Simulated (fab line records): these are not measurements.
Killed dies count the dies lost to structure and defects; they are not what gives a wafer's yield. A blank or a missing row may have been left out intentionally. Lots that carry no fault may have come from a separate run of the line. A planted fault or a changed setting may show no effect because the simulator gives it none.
Which tool was responsible? + flow nand_harc + 17 wafers from 6 lots sampled at 5 of the route's 1159 steps

== WHAT THE GAUGES READ, wafer by wafer ==
NHARC_A_ONON_D1_THK_MEAS_21: measures by ellipsometry.
| lot  | measured     | on            | thk_nm (nm)    |
|------|--------------|---------------|----------------|
| L436 | day 8 09:35  | film_metro-01 | 1000 1002 1001 |
| L438 | day 8 22:52  | film_metro-02 | 983 983 984    |
| L440 | day 9 02:44  | film_metro-02 | 1010 1011 1010 |
| L449 | day 11 04:56 | film_metro-02 | 998 1000 997   |
| L447 | day 11 04:55 | film_metro-02 | 1006 1008 1008 |
| L458 | day 14 02:20 | film_metro-02 | 993 1639       |

== WHAT TOOL EACH LOT RAN ON (gives the tool, then ch and the chambers of the sampled wafers, and finally the start) ==
| lot  | NHARC_P_BONDPAD_ACTIVATE_29       | NHARC_A_ZERO_WELL_DESCUM_12       | NHARC_A_ZERO_WELL_ETCH_13       | NHARC_A_ONON_D1_DEP_19           |
|------|-----------------------------------|-----------------------------------|---------------------------------|----------------------------------|
| L436 | rie_diel-08 ch 0,1,3, day 7 01:24 | rie_diel-12 ch 0,1, day 7 02:43   | rie_si-03 ch 0,2,3, day 7 02:56 | pecvd_onon-01 ch 0, day 8 09:07  |
| L438 | rie_diel-08 ch 0,1,3, day 7 11:08 | rie_diel-04 ch 0,3, day 7 12:32   | rie_si-02 ch 0,2, day 7 12:44   | pecvd_onon-02 ch 0, day 8 22:25  |
| L440 | rie_diel-13 ch 0,3, day 7 17:14   | rie_diel-04 ch 0,2,3, day 7 18:40 | rie_si-02 ch 2,3, day 7 18:52   | pecvd_onon-03 ch 0, day 9 02:20  |
| L449 | rie_diel-08 ch 0,1,3, day 9 18:47 | rie_diel-04 ch 0,1,3, day 9 20:10 | rie_si-03 ch 0,2,3, day 9 20:26 | pecvd_onon-03 ch 0, day 11 04:29 |
| L447 | rie_diel-08 ch 1,2,3, day 9 20:34 | rie_diel-09 ch 0,1,2, day 9 21:58 | rie_si-03 ch 0,2,3, day 9 22:14 | pecvd_onon-01 ch 0, day 11 04:25 |
| L458 | rie_diel-08 ch 0,1, day 12 16:52  | rie_diel-12 ch 0,3, day 12 18:15  | rie_si-02 ch 2,3, day 12 18:28  | pecvd_onon-03 ch 0, day 14 02:03 |
- NHARC_P_BONDPAD_ACTIVATE_29: chemistry N2, time 60 s.
- NHARC_A_ZERO_WELL_DESCUM_12: chemistry O2, time 3 s.
- NHARC_A_ZERO_WELL_ETCH_13: etches the open film in HBr/Cl2, target depth 120 nm, time 40.1 s.
- NHARC_A_ONON_D1_DEP_19: target thk 1000 nm.

== THE ANSWER, worked out from the rows above alone ==
Rule: the usual values come from the lots themselves. Put in order of their means at a reading, lots are off if they are a third of the lots or fewer, leave a main group of 4 or more, and stand apart from it by a gap of 3 or more times the standard deviation of the main group's means; of several such gaps the widest counts. The tables above print the reading to a certain number of digits; a main group whose means all agree to those digits is not used. A lot without any number at a reading at which 4 lots or more have one is off too. The other lots that the step has rows for count as sound.
Off at NHARC_A_ONON_D1_THK_MEAS_21 (thk_nm): L458. Mean 1000 nm and standard deviation 9.4 in the main group.
A tool fits if, at a process step before that reading, it ran every lot that is off, and no sound lot after the first of them. Gauges at NHARC_A_ONON_D1_THK_MEAS_21: tried the same way as those tools. Can't be told from this: 5 tools fit, rie_diel-08 at NHARC_P_BONDPAD_ACTIVATE_29, rie_diel-12 at NHARC_A_ZERO_WELL_DESCUM_12, rie_si-02 at NHARC_A_ZERO_WELL_ETCH_13, pecvd_onon-03 at NHARC_A_ONON_D1_DEP_19, film_metro-02 at NHARC_A_ONON_D1_THK_MEAS_21.

== WHAT THE SIMULATOR HAD INSERTED ==
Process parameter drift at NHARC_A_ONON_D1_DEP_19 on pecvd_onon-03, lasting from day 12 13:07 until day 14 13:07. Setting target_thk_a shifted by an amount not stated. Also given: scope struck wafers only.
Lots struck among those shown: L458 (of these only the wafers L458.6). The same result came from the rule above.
